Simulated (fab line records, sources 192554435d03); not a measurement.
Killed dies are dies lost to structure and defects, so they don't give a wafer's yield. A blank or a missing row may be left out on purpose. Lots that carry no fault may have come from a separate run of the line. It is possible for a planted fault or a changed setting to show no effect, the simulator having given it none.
fab line records | flow n5Finfet
record: lots: 9 wafers: 27 lastDay: 17
route steps=1938 shown MOL_CONTACT_COAG@581 BEOL_M0_SAQP@634 BEOL_M4@1111 PASSIVATION@1936
lots untouched by any fault: they come from a run of this same line in which no faults occurred
startH: hours from the record's opening day to when the first of the lot's shown wafers began | waitH: how many hours have passed since the lot's step before this one | " the same as in the row above | L1.1+2: one row covering several wafers at once | - value missing, or start not given | * or withheld: withheld | < > ~ a bound
route shown NAME@n: names a module that has steps shown in the file, with the first one's number in the route | usual: the fault-free wafers' mean and standard deviation | same: alike in all rows | chamber/n: place in a boat | sites: each site's reading | _std_site: the standard deviation of these | _edge_site: inner sites' mean taken away from outer sites' mean | radiusMm: how far each site lies from the wafer's centre | mask NAME#n: copy n | behind: the tool/chamber that last shaped the wafer | hold: the reason the lot was held/the length of the hold in hours/how it ended | device: whichever transistor did not switch (one of n, p or np) | end of line: the same wafers' tests at the end of the route | a step given without rows: its recipe and nothing more | killed: dies lost to structure and defects at the first sort, not the wafer's yield | map: dies across one wafer; x = killed, . = not, _ = none there
set.NAME: the setting that was run; set.NAME@STEP: the one run at that earlier step | model.NAME: the simulator's own value behind a step, which no gauge read
route steps across a sampled set of lots; one table per step, one row per wafer
services: when a tool's chamber went out of use (startH, in hours from the record's first day, below 0 if earlier), for how many hours, and the reason
== steps ==
step: N5_MOL_CONTACT_COAG_ETCH_91
recipe: chemistry: N2/H2 target: SOC targetDepthA: 600 overetchA: 210 maskMaterial: SiARC tempC: 40 timeS: 101.2 ionEnergyEv: 200 pressureMtorr: 30 sourceW: 840 biasW: 150 n2FlowSccm: 200 h2FlowSccm: 200
usual: drypumpMotorCurrentA: 5.6/0.42 oesProductAu: 0.65/0.063 rfVppV: 523.3/2.2 showerheadPlenumPTorr: 2.52/0.08 throttleValvePct: 17.86/0.24
same: timeS: 101.2
columns lot.wafer tool chamber startH waitH drypumpMotorCurrentA oesProductAu rfHoursCounterH rfVppV showerheadPlenumPTorr throttleValvePct
L800.1 rieDiel-02 3 113.95 0.0 5.2 0.75 26 523.0 2.51 18.07
L800.4 " 1 " " 5.7 0.61 178 521.6 2.42 17.56
L800.5 " 0 " " 5.9 0.61 - 525.8 2.62 17.66
L806.2 rieDiel-02 2 139.50 0.0 4.8 0.65 165 525.7 2.65 17.81
L806.3 " 0 " " 5.9 0.61 218 525.8 2.62 17.68
L806.6 " 0 " " 5.9 0.60 - 525.3 2.62 17.67
L805.3 rieDiel-04 1 147.48 0.0 5.1 0.64 139 520.1 2.46 18.36
L805.4 " 0 " " 6.1 0.61 200 526.0 2.64 17.89
L805.5 " 2 " " 6.0 0.60 - 523.0 2.50 17.66
L807.3 rieDiel-02 1 151.81 0.0 5.7 0.61 190 520.0 2.41 17.59
L807.5 " 1 " " 5.7 0.60 - 521.6 2.41 17.57
L807.6 " 2 " " 4.8 0.63 - 527.7 2.65 17.83
L817.1 rieDiel-02 3 210.64 0.0 5.2 0.71 58 520.7 2.50 18.11
L817.2 " 2 " " 4.8 0.63 189 527.3 2.64 17.84
L817.3 " 1 " " 5.7 0.60 209 519.7 2.41 17.62
L819.1 rieDiel-02 1 218.19 0.0 5.7 0.59 212 521.2 2.40 17.62
L819.4 " 2 " " 4.8 0.62 192 526.0 2.64 17.85
L819.5 " 0 " " 5.9 0.59 - 526.1 2.61 17.71
L820.2 rieDiel-02 2 224.25 0.0 4.8 0.62 195 528.5 2.64 17.86
L820.5 " 2 " " 4.8 0.62 - 525.2 2.64 17.86
L820.6 " 3 " " 5.2 0.70 - 521.5 2.50 18.13
L821.2 rieDiel-04 0 234.80 0.0 6.1 0.59 232 526.4 2.62 17.93
L821.4 " 1 " " 5.1 0.62 172 520.3 2.44 18.42
L821.5 " 2 " " 6.0 0.58 - 524.4 2.49 17.70
L822.3 rieDiel-06 3 240.33 0.0 5.5 0.69 86 521.5 2.46 17.75
L822.4 " 2 " " 5.5 0.62 198 523.8 2.55 18.34
L822.5 " 1 " " 6.2 0.73 - 523.2 2.47 18.01
step: N5_MOL_CONTACT_COAG_STRIP_119
recipe: chemistry: N2/H2 timeS: 30 powerW: 1000 tempC: 250 pressureMtorr: withheld n2FlowSccm: 1750 h2FlowSccm: 3250
usual: drypumpMotorCurrentA: 5.8/0.45 h2FlowSccm: 3249/9.5 heaterPowerW: 333/9.2
same: timeS: 30
columns lot.wafer tool chamber startH waitH drypumpMotorCurrentA h2FlowSccm heaterPowerW rfHoursCounterH
L800.1 plasmaAsher-02 1 114.26 0.1 5.7 3246 326 100
L800.4 " 1 " " 5.7 3236 330 -
L800.5 " 0 " " 6.4 3260 337 -
L806.2 plasmaAsher-02 1 139.81 0.1 5.7 3255 332 105
L806.3 " 1 " " 5.7 3244 329 -
L806.6 " 0 " " 6.4 3232 344 -
L805.3 plasmaAsher-02 1 147.81 0.1 5.7 3253 328 -
L805.4 " 0 " " 6.4 3255 337 -
L805.5 " 1 " " 5.7 3240 336 -
L807.3 plasmaAsher-02 0 152.14 0.1 6.4 3254 329 -
L807.5 " 1 " " 5.7 3247 326 -
L807.6 " 0 " " 6.4 3247 338 -
L817.1 plasmaAsher-01 0 210.95 0.1 5.4 3250 322 56
L817.2 " 1 " " 5.3 3258 345 56
L817.3 " 1 " " 5.3 3254 342 -
L819.1 plasmaAsher-01 1 218.50 0.1 5.3 3252 345 58
L819.4 " 1 " " 5.3 3245 337 -
L819.5 " 1 " " 5.3 3245 345 -
L820.2 plasmaAsher-01 0 224.56 0.1 5.4 3244 327 59
L820.5 " 0 " " 5.4 3253 321 -
L820.6 " 1 " " 5.3 3262 351 -
L821.2 plasmaAsher-01 0 235.13 0.1 5.4 3257 329 60
L821.4 " 1 " " 5.3 3253 346 -
L821.5 " 0 " " 5.4 3256 323 -
L822.3 plasmaAsher-02 1 240.67 0.1 5.7 3254 342 -
L822.4 " 0 " " 6.4 3264 332 -
L822.5 " 1 " " 5.7 3253 322 -
step: N5_MOL_CONTACT_COAG_STRIP_49
recipe: chemistry: N2/H2 timeS: 30 powerW: 1000 tempC: 250 pressureMtorr: withheld n2FlowSccm: 1750 h2FlowSccm: 3250
usual: drypumpMotorCurrentA: 5.7/0.45 h2FlowSccm: 3249/10 heaterPowerW: 332/9.4 timeS: 30/0
columns lot.wafer tool chamber startH waitH drypumpMotorCurrentA h2FlowSccm heaterPowerW rfHoursCounterH timeS
L800.1 plasmaAsher-01 0 115.78 - 5.4 3236 318 40 30
L800.4 " 0 " " 5.4 3241 325 - 30
L800.5 " 1 " " 5.3 3244 346 - 30
L806.2 plasmaAsher-02 0 141.39 - 6.4 3263 330 106 30
L806.3 " 0 " " 6.4 3263 336 - 30
L806.6 " 0 " " 6.4 3258 337 - 30
L805.3 plasmaAsher-02 1 149.60 - - - - - -
L805.4 " 0 " " - - - - -
L805.5 " 0 " " - - - - -
L807.3 plasmaAsher-02 0 153.75 - - - - - -
L807.5 " 0 " " - - - - -
L807.6 " 1 " " - - - - -
L817.1 plasmaAsher-02 0 212.34 - 6.4 3258 331 123 30
L817.2 " 1 " " 5.7 3259 338 123 30
L817.3 " 0 " " 6.4 3245 337 - 30
L819.1 plasmaAsher-02 0 220.08 - 6.4 3249 331 125 30
L819.4 " 1 " " 5.7 3238 327 - 30
L819.5 " 0 " " 6.4 3236 335 - 30
L820.2 plasmaAsher-02 0 225.85 - 6.4 3246 334 126 30
L820.5 " 0 " " 6.4 3238 333 - 30
L820.6 " 1 " " 5.7 3245 325 - 30
L821.2 plasmaAsher-01 0 236.42 - 5.4 3250 324 61 30
L821.4 " 1 " " 5.3 3255 360 - 30
L821.5 " 1 " " 5.3 3226 350 - 30
L822.3 plasmaAsher-02 0 242.23 - 6.4 3239 334 - 30
L822.4 " 1 " " 5.7 3250 330 - 30
L822.5 " 1 " " 5.8 3249 328 - 30
step: N5_BEOL_M0_SAQP_HM_DEP_02
recipe: material: TiN targetThkA: 120 tempC: 25 chamberPressurePa: 0.49996
usual: substrateTempC: 25.00/0.11 susceptorTempC: 25.00/0.11 throttleValvePct: 29.9/1.1
columns lot.wafer tool chamber startH waitH substrateTempC susceptorTempC throttleValvePct
L800.1 pvdSputter-03 - 122.15 2.0 25.23 25.07 29.0
L800.4 " - " " 25.03 24.85 29.4
L800.5 " - " " 25.26 24.97 29.4
L806.2 pvdSputter-03 - 147.94 2.2 24.89 24.88 29.5
L806.3 " - " " 24.91 25.16 30.2
L806.6 " - " " 24.89 24.98 27.6
L805.3 pvdSputter-03 - 154.29 0.4 25.00 25.06 29.3
L805.4 " - " " 24.97 24.97 27.8
L805.5 " - " " 25.17 25.05 30.1
L807.3 pvdSputter-01 - 159.47 1.4 25.04 25.00 31.6
L807.5 " - " " 25.03 24.92 31.9
L807.6 " - " " 24.90 24.89 28.4
L817.1 pvdSputter-03 - 217.18 0.5 24.97 24.82 27.7
L817.2 " - " " 24.95 25.03 29.2
L817.3 " - " " 25.25 25.00 30.4
L819.1 pvdSputter-02 - 225.57 1.2 24.90 25.10 29.2
L819.4 " - " " 25.00 24.94 30.7
L819.5 " - " " 25.04 25.23 30.0
L820.2 pvdSputter-02 - 231.04 0.8 24.83 24.99 30.4
L820.5 " - " " 25.03 24.99 30.0
L820.6 " - " " 25.09 24.93 29.2
L821.2 pvdSputter-02 - 241.51 0.8 24.89 25.01 29.4
L821.4 " - " " 24.93 25.05 30.7
L821.5 " - " " 24.97 25.12 30.0
L822.3 pvdSputter-01 - 247.52 1.0 25.01 24.90 30.2
L822.4 " - " " 24.94 25.09 30.5
L822.5 " - " " 24.84 25.21 30.4
step: N5_BEOL_M4_RC_MEAS_101
usual: DIBL_N: 37.3/2.3 DIBL_P: 37.4/2.9 IOFF_N: 0.18/0.045 IOFF_P: 0.25/0.054 ION_N: 679/15 ION_P: 468/9.7 SS_N: 71.8/0.62 SS_P: 73.6/0.76 VT_N: 248/4.1 VT_P: -248/3.6
columns lot.wafer tool chamber startH waitH DIBL_N[mV/V] DIBL_P[mV/V] IOFF_N[nA/um] IOFF_P[nA/um] ION_N[uA/um] ION_P[uA/um] SS_N[mV/dec] SS_P[mV/dec] VT_N[mV] VT_P[mV]
L800.1 prober-01 0 182.56 0.0 36.8 37.7 0.16 0.26 687 483 72.0 74.3 247 -246
L800.4 " 0 " " 36.2 35.5 0.14 0.24 669 466 71.4 73.4 251 -245
L800.5 " 0 " " 37.5 37.9 0.17 0.28 689 482 71.9 73.8 246 -246
L806.2 prober-01 0 199.46 0.2 35.1 35.3 0.15 0.22 687 473 71.1 73.1 246 -248
L806.3 " 0 " " 37.2 38.0 0.19 0.27 687 472 72.2 73.1 245 -245
L806.6 " 0 " " 37.0 37.3 0.19 0.26 687 470 71.5 73.8 245 -247
L805.3 prober-02 0 214.31 0.3 34.8 33.3 0.13 0.20 670 466 70.5 74.2 250 -251
L805.4 " 0 " " 36.0 36.1 0.16 0.25 673 460 71.8 74.5 247 -249
L805.5 " 0 " " 33.0 31.3 0.11 0.18 672 465 70.0 73.2 253 -251
L807.3 prober-02 0 216.15 0.3 40.4 39.5 0.25 0.31 708 483 72.6 74.4 242 -243
L807.5 " 0 " " 38.3 36.6 0.18 0.26 667 464 71.1 73.6 246 -245
L807.6 " 0 " " 38.9 38.0 0.20 0.27 701 481 72.2 73.5 245 -245
L817.1 prober-01 0 274.23 0.0 38.1 38.7 0.18 0.23 679 459 72.0 73.5 246 -250
L817.2 " 0 " " 39.1 39.5 0.20 0.24 674 458 71.9 73.8 246 -250
L817.3 " 0 " " 36.4 35.6 0.16 0.19 685 465 71.9 73.0 249 -252
L819.1 prober-01 0 292.03 0.0 38.4 38.8 0.19 0.27 677 475 71.7 73.7 246 -244
L819.4 " 0 " " 36.2 35.8 0.15 0.22 662 462 71.6 72.5 252 -245
L819.5 " 0 " " 38.8 39.9 0.20 0.29 677 469 72.2 73.6 248 -245
L820.2 prober-02 0 295.89 0.2 40.7 41.8 0.23 0.30 679 467 72.8 73.9 244 -248
L820.5 " 0 " " 35.8 35.6 0.14 0.20 662 462 71.7 73.1 252 -252
L820.6 " 0 " " 39.5 41.2 0.22 0.28 677 464 73.2 74.6 246 -249
L821.2 prober-01 0 300.67 0.2 38.2 37.6 0.17 0.22 663 455 72.4 73.6 254 -252
L821.4 " 0 " " 38.9 41.0 0.22 0.31 688 470 72.6 74.6 244 -246
L821.5 " 0 " " 34.8 34.9 0.12 0.19 654 460 71.5 73.9 257 -251
L822.3 prober-02 0 301.76 0.3 38.2 36.8 0.19 0.30 680 476 71.5 73.7 246 -242
L822.4 " 0 " " 37.2 36.0 0.18 0.26 681 468 71.3 73.0 246 -246
L822.5 " 0 " " 34.7 33.0 0.13 0.21 675 472 71.0 72.6 251 -248
step: N5_PASSIVATION_PROBE_49
usual: defectLimitedYield: 91.3/1.5 killed_at_M0_to_M3: 35/8.7 killed_at_M4_up: 14/5.5 killedAtContacts: 11/5.6 killedAtFrontEnd: 39/13 killedAtOther: 3.7/2.2 killedDies: 103/18 killedOpen: 69/14 killedShort: 33/7.8 sort_bin_5_function: 5.1/0.99 sort_bin_6_memory: 3.3/0.67 sortNPass: 1077/18 sortYieldPct: 91.2/1.5
same: grossDies: 1180 killedAtBackSide: 0 sort_bin_4_leakage[%]: 0 sort_bin_8_speed[%]: 0
columns lot.wafer tool chamber startH waitH defectLimitedYield[%] killed_at_M0_to_M3 killed_at_M4_up killedAtContacts killedAtFrontEnd killedAtOther killedDies killedOpen killedShort sort_bin_5_function[%] sort_bin_6_memory[%] sortNPass sortYieldPct[%]
L807.3 prober-01 - 312.96 0.1 91.1 28 26 25 21 5 105 70 35 5.6 3.1 1075 91.1
L807.5 prober-01 - 313.06 0.2 90.9 30 22 14 36 5 107 76 31 5.8 2.8 1073 90.9
L807.6 prober-01 - 313.11 0.3 92.5 27 11 21 29 0 88 63 25 4.3 3.0 1092 92.5
L822.3 prober-01 - 405.04 0.1 89.2 34 13 15 63 3 128 88 39 6.3 4.4 1052 89.2
L822.4 prober-01 - 405.09 0.2 91.2 31 19 8 45 1 104 65 36 5.4 2.9 1076 91.2
L822.5 prober-01 - 405.14 0.2 88.8 37 22 20 50 3 132 90 37 6.8 4.3 1048 88.8
L819.1 prober-02 - 412.42 0.0 92.3 19 19 12 38 3 91 67 22 4.6 2.7 1089 92.3
L819.4 prober-02 - 412.57 0.2 91.5 32 12 12 40 4 100 69 29 4.9 3.1 1080 91.5
L819.5 prober-02 - 412.62 0.2 90.3 32 12 16 52 3 115 77 37 5.7 3.6 1065 90.3
L820.2 prober-01 - 413.45 0.1 90.9 31 18 18 39 1 107 77 26 5.2 3.6 1073 90.9
L820.5 prober-01 - 413.60 0.2 90.7 36 9 25 37 3 110 85 24 5.6 3.5 1070 90.7
L820.6 prober-01 - 413.65 0.3 93.3 30 8 12 29 0 79 44 34 3.2 3.1 1101 93.3
killed by level:class
L807.3 MOL_CONTACT_COAG:geometricParticle:open=19 GATE_CUT:geometricParticle:short=8 BEOL_M1:geometricParticle:open=8 BEOL_M4:geometricParticle:open=8 MOL_CONTACT_COAG:geometricParticle:short=6 BEOL_M0_SAQP:geometricParticle:open=6 BEOL_M0_SAQP:geometricParticle:short=5 BEOL_M7:geometricParticle:open=5
L807.5 BEOL_M2:geometricParticle:open=12 MOL_CONTACT_COAG:geometricParticle:open=10 DUMMY_GATE:geometricParticle:open=7 BEOL_M1:geometricParticle:open=7 STI_FIN_REVEAL:geometricParticle:open=6 BEOL_M5:geometricParticle:open=6 BEOL_M4:geometricParticle:open=5 FIN_SAQP:geometricParticle:short=4
L807.6 MOL_CONTACT_COAG:geometricParticle:open=18 BEOL_M1:geometricParticle:open=11 FIN_SAQP:geometricParticle:short=5 DUMMY_GATE:geometricParticle:open=5 BEOL_M2:geometricParticle:open=5 STI_FIN_REVEAL:geometricParticle:open=4 GATE_CUT:geometricParticle:short=4 BEOL_M1:geometricParticle:short=4
L822.3 FIN_SAQP:geometricParticle:open=25 MOL_CONTACT_COAG:geometricParticle:open=14 STI_FIN_REVEAL:geometricParticle:open=13 FIN_SAQP:geometricParticle:short=12 BEOL_M0_SAQP:geometricParticle:open=12 BEOL_M3:geometricParticle:open=6 BEOL_M0_SAQP:geometricParticle:short=5 BEOL_M4:geometricParticle:open=5
L822.4 FIN_SAQP:geometricParticle:open=12 BEOL_M0_SAQP:geometricParticle:short=7 BEOL_M4:geometricParticle:open=7 MOL_CONTACT_COAG:geometricParticle:open=6 GATE_CUT:geometricParticle:short=5 BEOL_M0_SAQP:geometricParticle:open=5 BEOL_M0:geometricParticle:short=5 GATE_CUT:geometricParticle:open=4
L822.5 FIN_SAQP:geometricParticle:open=16 MOL_CONTACT_COAG:geometricParticle:open=15 FIN_SAQP:geometricParticle:short=12 BEOL_M0_SAQP:geometricParticle:open=11 BEOL_M4:geometricParticle:open=10 STI_FIN_REVEAL:geometricParticle:open=10 BEOL_M1:geometricParticle:open=7 BEOL_M0_SAQP:geometricParticle:short=5
L819.1 STI_FIN_REVEAL:geometricParticle:open=15 BEOL_M4:geometricParticle:open=13 MOL_CONTACT_COAG:geometricParticle:open=11 DUMMY_GATE:geometricParticle:open=9 BEOL_M1:geometricParticle:open=6 FIN_SAQP:geometricParticle:open=4 BEOL_M0_SAQP:geometricParticle:open=4 FIN_SAQP:geometricParticle:short=3
L819.4 MOL_CONTACT_COAG:geometricParticle:open=12 FIN_SAQP:geometricParticle:short=10 BEOL_M0_SAQP:geometricParticle:open=9 STI_FIN_REVEAL:geometricParticle:open=7 BEOL_M2:geometricParticle:open=7 DUMMY_GATE:geometricParticle:open=6 SPACER0:geometricParticle:open=6 BEOL_M0_SAQP:geometricParticle:short=6
L819.5 STI_FIN_REVEAL:geometricParticle:open=16 MOL_CONTACT_COAG:geometricParticle:open=16 BEOL_M3:geometricParticle:open=8 GATE_CUT:geometricParticle:open=5 BEOL_M2:geometricParticle:open=5 BEOL_M0_SAQP:geometricParticle:short=5 BEOL_M0_SAQP:geometricParticle:open=5 FIN_SAQP:geometricParticle:open=4
L820.2 MOL_CONTACT_COAG:geometricParticle:open=16 BEOL_M4:geometricParticle:open=11 FIN_SAQP:geometricParticle:open=8 BEOL_M3:geometricParticle:open=8 BEOL_M2:geometricParticle:open=7 DUMMY_GATE:geometricParticle:open=5 GATE_CUT:geometricParticle:short=4 FIN_SAQP:geometricParticle:short=4
L820.5 MOL_CONTACT_COAG:geometricParticle:open=21 FIN_SAQP:geometricParticle:open=17 BEOL_M3:geometricParticle:open=11 BEOL_M2:geometricParticle:open=8 BEOL_M4:geometricParticle:open=6 FIN_SAQP:geometricParticle:short=5 SPACER0:geometricParticle:open=4 MOL_CONTACT_COAG:geometricParticle:short=4
L820.6 BEOL_M0_SAQP:geometricParticle:short=10 MOL_CONTACT_COAG:geometricParticle:open=8 BEOL_M3:geometricParticle:open=7 FIN_SAQP:geometricParticle:open=5 FIN_SAQP:geometricParticle:short=5 STARTING-WAFER:geometricParticle:short=5 STI_FIN_REVEAL:geometricParticle:open=4 MOL_CONTACT_COAG:geometricParticle:short=4
== services ==
columns tool chamber startH hours kind
pvdSputter-01 - 98.79 7.4 repair
pvdSputter-01 - 108.92 5.7 repair
rieDiel-06 2 148.52 29.0 repair
plasmaAsher-01 - 156.52 0.4 repair
pvdSputter-01 - 166.67 1.7 repair
rieDiel-02 3 166.84 4.9 repair
rieDiel-02 - 177.25 2.8 pm
rieDiel-06 0 177.60 - clean
rieDiel-06 0 177.60 - consumableReplace:focusRing
rieDiel-06 0 177.60 13.5 scheduledDown
rieDiel-06 0 177.60 13.5 ventCycle
rieDiel-02 0 197.42 3.8 repair
plasmaAsher-02 - 234.09 1.8 repair
rieDiel-02 0 240.73 - clean
rieDiel-02 0 240.73 - consumableReplace:focusRing
rieDiel-02 0 240.73 20.3 scheduledDown
rieDiel-02 0 240.73 20.3 ventCycle
== key ==
firstSign: step: N5_MOL_CONTACT_COAG_STRIP_49 reading: toolRecord direction: missing
effect none on later readings
metAt N5_MOL_CONTACT_COAG_STRIP_49
struckLots L805,L807
notActingAt N5_MOL_CONTACT_COAG_ETCH_91,N5_MOL_CONTACT_COAG_STRIP_119,N5_BEOL_M0_SAQP_HM_DEP_02
onsetBetween 141.39 149.60
fault: kind: skippedStepWhole tool: plasmaAsher-02 chamber: - onsetH: 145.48 steps: N5_MOL_CONTACT_COAG_STRIP_49 scope: struckLotsOnly
